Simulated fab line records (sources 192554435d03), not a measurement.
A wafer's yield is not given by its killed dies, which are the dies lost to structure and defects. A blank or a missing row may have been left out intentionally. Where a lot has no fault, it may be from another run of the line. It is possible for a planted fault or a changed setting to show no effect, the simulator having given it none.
Shared-tool check + flow n5Finfet + 10 lots and 27 wafers in the sample

## REASON IT WAS OPENED
On 2 of the 10 lots, a flag is raised at N5_FIN_SAQP_CD_MEAS_16 on the reading cdNm. Wafers without a fault read 35.5 nm, standard deviation 0.3.
Rule: a lot is flagged in two cases, either no wafer of it has a number, or all its wafers with numbers fall more than 4 standard deviations from that mean. The rest of the lots are taken to be sound.

| lot  | measured    | on       | cdNm (nm), wafer by wafer | flag    |
|------|-------------|----------|---------------------------|---------|
| L517 | day 2 03:31 | cdSem-03 | 35.3 34.9 35.3            |         |
| L518 | day 2 09:29 | cdSem-01 | 35.6 35.6                 |         |
| L519 | day 2 16:03 | cdSem-02 | 35.9 36.0 35.6            |         |
| L520 | day 2 21:49 | cdSem-03 | 35.2 34.8 35.2            |         |
| L523 | day 3 16:38 | cdSem-03 | 35.1 35.5                 |         |
| L524 | day 3 21:46 | cdSem-03 | 36.0 35.7                 |         |
| L533 | day 6 03:32 | cdSem-01 | 32.7 31.9 31.9            | FLAGGED |
| L535 | day 6 16:17 | cdSem-02 | 32.1 32.6 32.3            | FLAGGED |
| L536 | day 6 21:36 | cdSem-01 | 35.1 34.6 35.2            |         |
| L538 | day 7 09:21 | cdSem-03 | 35.8 35.6 35.6            |         |
The numbers of the flagged lots are 32.2 nm on average: -3.2 nm against the usual, or -11 standard deviations.

## TOOL THAT RAN EACH LOT
Before the reading, the record contains 3 process steps out of a 1938-step route. In each cell: the tool, then ch and the chambers that the sampled wafers went through, then the start.
| lot  | flag    | N5_PMOS_HMC_CHANNEL_EPI_STRIP_33 | N5_FIN_SAQP_ALD_61              | N5_FIN_SAQP_PEB_14              |
|------|---------|----------------------------------|---------------------------------|---------------------------------|
| L517 |         | rieDiel-05 ch 0,1, day 1 23:25   | aldSin-01 ch 1,2, day 2 02:26   | lithoTrack-04 ch 0, day 2 03:26 |
| L518 |         | rieDiel-03 ch 1, day 2 05:25     | aldSin-01 ch 2, day 2 08:11     | lithoTrack-03 ch 0, day 2 09:25 |
| L519 |         | rieDiel-05 ch 1,2, day 2 11:41   | aldSin-03 ch 1,2,3, day 2 14:53 | lithoTrack-04 ch 0, day 2 15:59 |
| L520 |         | rieDiel-01 ch 0,1,3, day 2 17:52 | aldSin-04 ch 0,2, day 2 20:36   | lithoTrack-04 ch 0, day 2 21:45 |
| L523 |         | rieDiel-01 ch 0, day 3 12:28     | aldSin-04 ch 0,1, day 3 15:20   | lithoTrack-02 ch 0, day 3 16:34 |
| L524 |         | rieDiel-01 ch 1,3, day 3 17:34   | aldSin-04 ch 1,2, day 3 20:32   | lithoTrack-03 ch 0, day 3 21:42 |
| L533 | FLAGGED | rieDiel-03 ch 0,1,3, day 5 23:25 | aldSin-04 ch 0,2,3, day 6 02:16 | lithoTrack-04 ch 0, day 6 03:29 |
| L535 | FLAGGED | rieDiel-03 ch 0,1, day 6 12:14   | aldSin-04 ch 1,2, day 6 15:05   | lithoTrack-04 ch 0, day 6 16:13 |
| L536 |         | rieDiel-01 ch 0,1,2, day 6 17:14 | aldSin-04 ch 1,3, day 6 20:24   | lithoTrack-02 ch 0, day 6 21:32 |
| L538 |         | rieDiel-03 ch 0,1,3, day 7 05:12 | aldSin-01 ch 1,2,3, day 7 08:02 | lithoTrack-03 ch 0, day 7 09:17 |
What is done by these steps:
- N5_PMOS_HMC_CHANNEL_EPI_STRIP_33: strips in N2/H2.
- N5_FIN_SAQP_ALD_61: deposits SiO2, target thk 4 nm, pulse time 1 s, purge time 2 s.
- N5_FIN_SAQP_PEB_14: peb time 60 s.
- N5_FIN_SAQP_CD_MEAS_16: target cd 35.6 nm.

## FLAGGED AGAINST TOTAL, ONE TOOL AT A TIME (gauges that did the reading follow at the end)
| step                             | tool          | lots run | flagged | share of the flagged lots | sound lots run after its first flagged lot |
|----------------------------------|---------------|----------|---------|---------------------------|--------------------------------------------|
| N5_PMOS_HMC_CHANNEL_EPI_STRIP_33 | rieDiel-01    | 4        | 0       | none                      | -                                          |
| N5_PMOS_HMC_CHANNEL_EPI_STRIP_33 | rieDiel-03    | 4        | 2       | all                       | 1 (L538)                                   |
| N5_PMOS_HMC_CHANNEL_EPI_STRIP_33 | rieDiel-05    | 2        | 0       | none                      | -                                          |
| N5_FIN_SAQP_ALD_61               | aldSin-01     | 3        | 0       | none                      | -                                          |
| N5_FIN_SAQP_ALD_61               | aldSin-03     | 1        | 0       | none                      | -                                          |
| N5_FIN_SAQP_ALD_61               | aldSin-04     | 6        | 2       | all                       | 1 (L536)                                   |
| N5_FIN_SAQP_PEB_14               | lithoTrack-02 | 2        | 0       | none                      | -                                          |
| N5_FIN_SAQP_PEB_14               | lithoTrack-03 | 3        | 0       | none                      | -                                          |
| N5_FIN_SAQP_PEB_14               | lithoTrack-04 | 5        | 2       | all                       | 0                                          |
| N5_FIN_SAQP_CD_MEAS_16           | cdSem-01      | 3        | 1       | some                      | 1 (L536)                                   |
| N5_FIN_SAQP_CD_MEAS_16           | cdSem-02      | 2        | 1       | some                      | 0                                          |
| N5_FIN_SAQP_CD_MEAS_16           | cdSem-03      | 5        | 0       | none                      | -                                          |

## WHAT IS ALLOWED BY THE TABLE
rieDiel-03 at N5_PMOS_HMC_CHANNEL_EPI_STRIP_33, aldSin-04 at N5_FIN_SAQP_ALD_61 and lithoTrack-04 at N5_FIN_SAQP_PEB_14: these 3 rows of the table ran every flagged lot.
- rieDiel-03 at N5_PMOS_HMC_CHANNEL_EPI_STRIP_33 ran 4 lots, 2 of them flagged. Sound lots followed the first flagged one (L538) on it, something a lasting fault affecting the whole tool could not allow.
- aldSin-04 at N5_FIN_SAQP_ALD_61 ran 6 lots, 2 of them flagged. Sound lots followed the first flagged one (L536) on it, something a lasting fault affecting the whole tool could not allow.
- lithoTrack-04 at N5_FIN_SAQP_PEB_14 ran 5 lots, 2 of them flagged. Its last sound lot is L520 (day 2 21:45), its first flagged lot L533 (day 6 03:29): a fault that began between those two fits.
One tool is left: lithoTrack-04 at N5_FIN_SAQP_PEB_14.

## WHAT WAS PUT IN BY THE SIMULATOR
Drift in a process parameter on lithoTrack-04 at N5_FIN_SAQP_PEB_14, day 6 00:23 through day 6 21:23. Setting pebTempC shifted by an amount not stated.
Lots struck among those shown: L533, L535. The rule given above showed the same thing.
